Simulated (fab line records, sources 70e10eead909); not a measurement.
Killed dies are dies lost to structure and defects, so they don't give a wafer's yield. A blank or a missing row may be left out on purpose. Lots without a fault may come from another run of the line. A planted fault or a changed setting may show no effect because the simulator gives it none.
A struck lot beside a sound one | flow nand_harc | 40 steps out of a route of 1302
Sound: wafers L898.1, L898.2, L898.5. Struck: wafers L909.2, L909.3, L909.4. The cause comes at the end.
At each step with rows: each side's tool, then ch and its chambers, then its first start. Under that, the readings that differ: sound wafers | struck wafers | difference of the means | sigmas: that difference in standard deviations of wafers without a fault.
alike: readings whose means differ by less than 2 such deviations, and words and numbers that are the same on both sides. not compared: withheld readings, readings that some wafer has no value for, bounds like >300 that may hide the same value, and numbers for which the record gives no deviation and whose values overlap.
The two part at a step that has a row with sigmas, a row that says differs or no value, or rows on one side only. Numbers that don't overlap but have no deviation are shown without sigmas and don't part them. A reading that every wafer of one side lacks parts them only if that side has two wafers or more.

NHARC_A_BLC_OVL_MEAS_11:
  sound on overlay-01, day 22 19:05; struck on overlay-01, day 28 15:49
  alike: overlay_x_nm, overlay_y_nm
NHARC_A_BLC_INSPECT_12:
  sound on defect_inspect-01, day 22 19:07; struck on defect_inspect-02, day 28 15:50
  alike: raw_defect_count
then, 3 steps without rows for these wafers: NHARC_A_BLC_DESCUM_15 (chemistry O2, time 3 s); NHARC_A_BLC_ETCH_16 (etches the open film in CF4, target depth 39 nm, time 65 s); NHARC_A_BLC_ETCH_17 (etches the open film in N2/H2, target depth 390 nm, time 609.38 s).
NHARC_A_BLC_ETCH_18: etches the open film in C4F8/O2/Ar, target depth 910 nm.
  sound on rie_diel-04 ch 1,2,3; struck on rie_diel-10 ch 0,2,3
  alike: bias_w, oes_product_au, rf_fwd_power_W, rf_vpp_V
  not compared: rf_hours_counter_h
NHARC_A_BLC_CD_MEAS_19:
  sound on cd_sem-02, day 22 20:09; struck on cd_sem-01, day 28 16:53
  alike: cd_nm
then, 5 steps without rows for these wafers: NHARC_A_BLC_STRIP_29 (strips in CF4); NHARC_A_BLC_STRIP_21 (strips in O2); NHARC_A_BLC_STRIP_22 (strips in post etch residue remover, time 600 s); NHARC_A_BLC_DEGAS_30 (time 60 s); NHARC_A_BLC_PRE_CLEAN_31 (time 15 s).
NHARC_A_BLC_PVD_32: deposits Ti, target thk 5 nm, time 17.7 s.
  sound on pvd_sputter-02, day 22 20:52; struck on pvd_sputter-02, day 28 17:37
  alike: cathode_dc_power_W, throttle_valve_pct
then, 1 step without rows for these wafers: NHARC_A_BLC_ALD_23 (deposits TiN, target thk 3 nm, pulse time 1 s, ald cycles 150).
NHARC_A_BLC_CVD_24: deposits W, target thk 150 nm, time 434 s.
  sound on cvd_w-02 ch 0,1; struck on cvd_w-02 ch 0,1
  alike: heater_power_w, throttle_valve_pct
then, 12 steps without rows for these wafers: NHARC_A_BLC_CMP_25 (polishes, t overpolish 30 s, target thk 150 nm); NHARC_A_BLC_SRD_27; NHARC_A_M0_DEP_00 (deposits SiOC, target thk 150 nm); NHARC_A_M0_DEHYDRATE_01 (time 120 s); NHARC_A_M0_HMDS_02 (time 30 s); NHARC_A_M0_COAT_33 (time 65 s); NHARC_A_M0_COAT_03 (resist thk 90 nm); NHARC_A_M0_SOFTBAKE_04 (time 55 s); NHARC_A_M0_EBR_05; NHARC_A_M0_EXPOSE_06 (exposes mask A M0, target cd 80 nm); NHARC_A_M0_PEB_07 (peb time 65 s); NHARC_A_M0_DEVELOP_08 (develop time 35 s).
NHARC_A_M0_CD_MEAS_09: target cd 80 nm.
  sound on cd_sem-02 ch 0, day 22 23:01; struck on cd_sem-01 ch 0, day 28 19:46
  alike: cd_nm
NHARC_A_M0_OVL_MEAS_10: pitch 160 nm.
  sound on overlay-01, day 22 23:07; struck on overlay-02, day 28 19:51
  alike: overlay_x_nm, overlay_y_nm
NHARC_A_M0_DESCUM_14: chemistry O2, time 3 s.
  sound on rie_diel-08 ch 0,2,3, day 22 23:13; struck on rie_diel-08 ch 1,2,3, day 28 19:57
  alike: drypump_motor_current_A, oes_product_au, rf_vpp_V, showerhead_plenum_p_Torr, throttle_valve_pct
  not compared: rf_hours_counter_h
then, 2 steps without rows for these wafers: NHARC_A_M0_ETCH_34 (etches the open film in N2/H2, target depth 40 nm, overetch 12 nm, time 43.94 s); NHARC_A_M0_ETCH_15 (etches the open film in C4F8/Ar, target depth 150 nm, overetch 15 nm, time 82.5 s).
NHARC_A_M0_CD_MEAS_16:
  sound on cd_sem-02, day 22 23:31; struck on cd_sem-02, day 28 20:15
  alike: cd_nm
then, 2 steps without rows for these wafers: NHARC_A_M0_STRIP_18 (strips in N2/H2); NHARC_A_M0_STRIP_19 (strips in post etch residue remover, time 600 s).
NHARC_A_M0_DEGAS_28: time 60 s.
  sound on pvd_sputter-01, day 23 00:08; struck on pvd_sputter-01, day 28 20:55
  alike: heater_power_w
then, 2 steps without rows for these wafers: NHARC_A_M0_PRE_CLEAN_29 (time 30 s); NHARC_A_M0_PVD_20 (deposits TaN, target thk 5 nm, time 8.06 s).
NHARC_A_M0_PVD_21: deposits Cu, target thk 30 nm, time 20.49 s.
  sound on pvd_sputter-01; struck on pvd_sputter-01
  alike: cathode_dc_power_W, throttle_valve_pct
NHARC_END_SORT_01:
  the record has rows for the struck wafers here (prober-01 ch 0, day 30 10:17) and none for the sound ones

WHERE THEY PART
Only at NHARC_END_SORT_01, within this record.

WHY: what the simulator had put in
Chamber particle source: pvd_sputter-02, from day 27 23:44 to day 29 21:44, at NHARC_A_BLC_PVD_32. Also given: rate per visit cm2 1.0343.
